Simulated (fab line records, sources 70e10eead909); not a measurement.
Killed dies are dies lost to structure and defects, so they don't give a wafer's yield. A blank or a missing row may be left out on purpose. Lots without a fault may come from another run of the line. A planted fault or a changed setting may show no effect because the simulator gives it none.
Chamber matching | flow nand_harc | NHARC_A_STAIRCASE_ETCH_313 on rie_diel-05: 4 sister chambers
The step etches the open film in CF4/CHF3. 8 wafers are shown with their chamber, then 11 later ones without.

WAFERS WITH THEIR CHAMBER
wafer  | chamber | drypump_motor_current_A (A) | showerhead_plenum_p_Torr (Torr)
L082.3 | 1       | 4.8                         | 1.51
L083.2 | 3       | 5.0                         | 1.70
L084.3 | 0       | 5.3                         | 1.54
L084.5 | 0       | 5.3                         | 1.54
L088.1 | 3       | 4.9                         | 1.69
L088.4 | 1       | 4.8                         | 1.50
L088.5 | 2       | 6.3                         | 1.51
L091.2 | 2       | 6.4                         | 1.51

WAFERS WITHOUT THEIR CHAMBER
wafer  | drypump_motor_current_A (A) | showerhead_plenum_p_Torr (Torr)
L091.4 | 4.9                         | 1.69
L091.5 | 4.9                         | 1.69
L093.1 | 6.3                         | 1.51
L093.2 | 5.3                         | 1.54
L093.4 | 4.9                         | 1.69
L095.2 | 4.8                         | 1.50
L095.3 | 6.3                         | 1.51
L095.6 | 4.8                         | 1.50
L097.3 | 6.3                         | 1.51
L097.5 | 4.9                         | 1.68
L097.6 | 6.3                         | 1.51

WHICH CHAMBER EACH WENT THROUGH
wafer  | from the rows above | in truth
L091.4 | 3                   | 3
L091.5 | 3                   | 3
L093.1 | 2                   | 2
L093.2 | 0                   | 0
L093.4 | 3                   | 3
L095.2 | 1                   | 1
L095.3 | 2                   | 2
L095.6 | 1                   | 1
L097.3 | 2                   | 2
L097.5 | 3                   | 3
L097.6 | 2                   | 2
Placed correctly: 11 of 11. Can't be placed from these rows: 0. Placed wrongly: 0.
How it was worked out, from the rows above alone: a wafer's distance from a chamber is the root of the sum, over the readings, of the square of ((its reading less the chamber's mean) divided by the reading's scatter). The wafer belongs to the nearest chamber; if the next one is less than 2 further off, it can't be placed. A chamber's mean is the mean of its shown wafers. The scatter: the root of (the sum of the squares of (reading less its chamber's mean) over the shown wafers, divided by (wafers less chambers)).
